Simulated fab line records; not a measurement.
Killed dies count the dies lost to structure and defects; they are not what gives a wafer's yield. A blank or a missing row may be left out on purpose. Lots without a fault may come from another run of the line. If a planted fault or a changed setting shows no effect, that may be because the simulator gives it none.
Chamber matching :: flow nandHarc :: cmp-03 running NHARC_A_STAIRCASE_CMP_152: 4 sister chambers
The step polishes. 8 wafers are shown with their chamber, then 9 later ones without.

== WAFERS WITH THEIR CHAMBER ==
wafer: L085.3
chamber: 1
motorCurrentA (A): 12.0
slurryFilterDpKPa (kPa): 13.53

wafer: L085.4
chamber: 0
motorCurrentA (A): 9.0
slurryFilterDpKPa (kPa): 13.39

wafer: L087.4
chamber: 3
motorCurrentA (A): 11.6
slurryFilterDpKPa (kPa): 13.38

wafer: L087.5
chamber: 2
motorCurrentA (A): 12.2
slurryFilterDpKPa (kPa): 13.40

wafer: L087.6
chamber: 3
motorCurrentA (A): 11.4
slurryFilterDpKPa (kPa): 13.38

wafer: L088.1
chamber: 0
motorCurrentA (A): 9.0
slurryFilterDpKPa (kPa): 13.31

wafer: L088.2
chamber: 2
motorCurrentA (A): 11.8
slurryFilterDpKPa (kPa): 13.49

wafer: L088.4
chamber: 1
motorCurrentA (A): 11.6
slurryFilterDpKPa (kPa): 13.61

== WAFERS WITH NO CHAMBER GIVEN ==
wafer: L091.2
motorCurrentA (A): 12.1
slurryFilterDpKPa (kPa): 13.55

wafer: L091.3
motorCurrentA (A): 11.3
slurryFilterDpKPa (kPa): 13.64

wafer: L091.4
motorCurrentA (A): 12.4
slurryFilterDpKPa (kPa): 13.52

wafer: L092.2
motorCurrentA (A): 12.6
slurryFilterDpKPa (kPa): 13.42

wafer: L092.5
motorCurrentA (A): 11.2
slurryFilterDpKPa (kPa): 13.52

wafer: L092.6
motorCurrentA (A): 12.1
slurryFilterDpKPa (kPa): 13.46

wafer: L097.1
motorCurrentA (A): 12.1
slurryFilterDpKPa (kPa): 13.39

wafer: L097.2
motorCurrentA (A): 11.8
slurryFilterDpKPa (kPa): 13.53

wafer: L097.5
motorCurrentA (A): 10.0
slurryFilterDpKPa (kPa): 13.49

== EACH ONE'S CHAMBER ==
wafer: L091.2
from the rows above: can't be placed: 1 or 2
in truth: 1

wafer: L091.3
from the rows above: 1
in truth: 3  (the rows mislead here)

wafer: L091.4
from the rows above: can't be placed: 2 or 1
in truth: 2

wafer: L092.2
from the rows above: can't be placed: 2 or 1
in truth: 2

wafer: L092.5
from the rows above: can't be placed: 1 or 3 or 2
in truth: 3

wafer: L092.6
from the rows above: 2
in truth: 2

wafer: L097.1
from the rows above: can't be placed: 2 or 3
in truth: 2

wafer: L097.2
from the rows above: can't be placed: 1 or 2
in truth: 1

wafer: L097.5
from the rows above: can't be placed: 0 or 3
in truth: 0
1 of 9 placed correctly. These rows do not allow placing 7 (true chamber among the candidates in 7). 1 placed wrongly.
How it was worked out, from the rows above alone: a wafer's distance from a chamber is the root of the sum, over the readings, of the square of ((its reading less the chamber's mean) divided by the reading's scatter). If the next closest chamber is less than 2 further off than the closest, the wafer can't be placed; otherwise it belongs to the closest. For every chamber, the mean is computed from those of its wafers that are shown. The scatter: take each reading less its chamber's mean, square it, sum over the shown wafers, divide by the number of wafers less the number of chambers, and take the root.
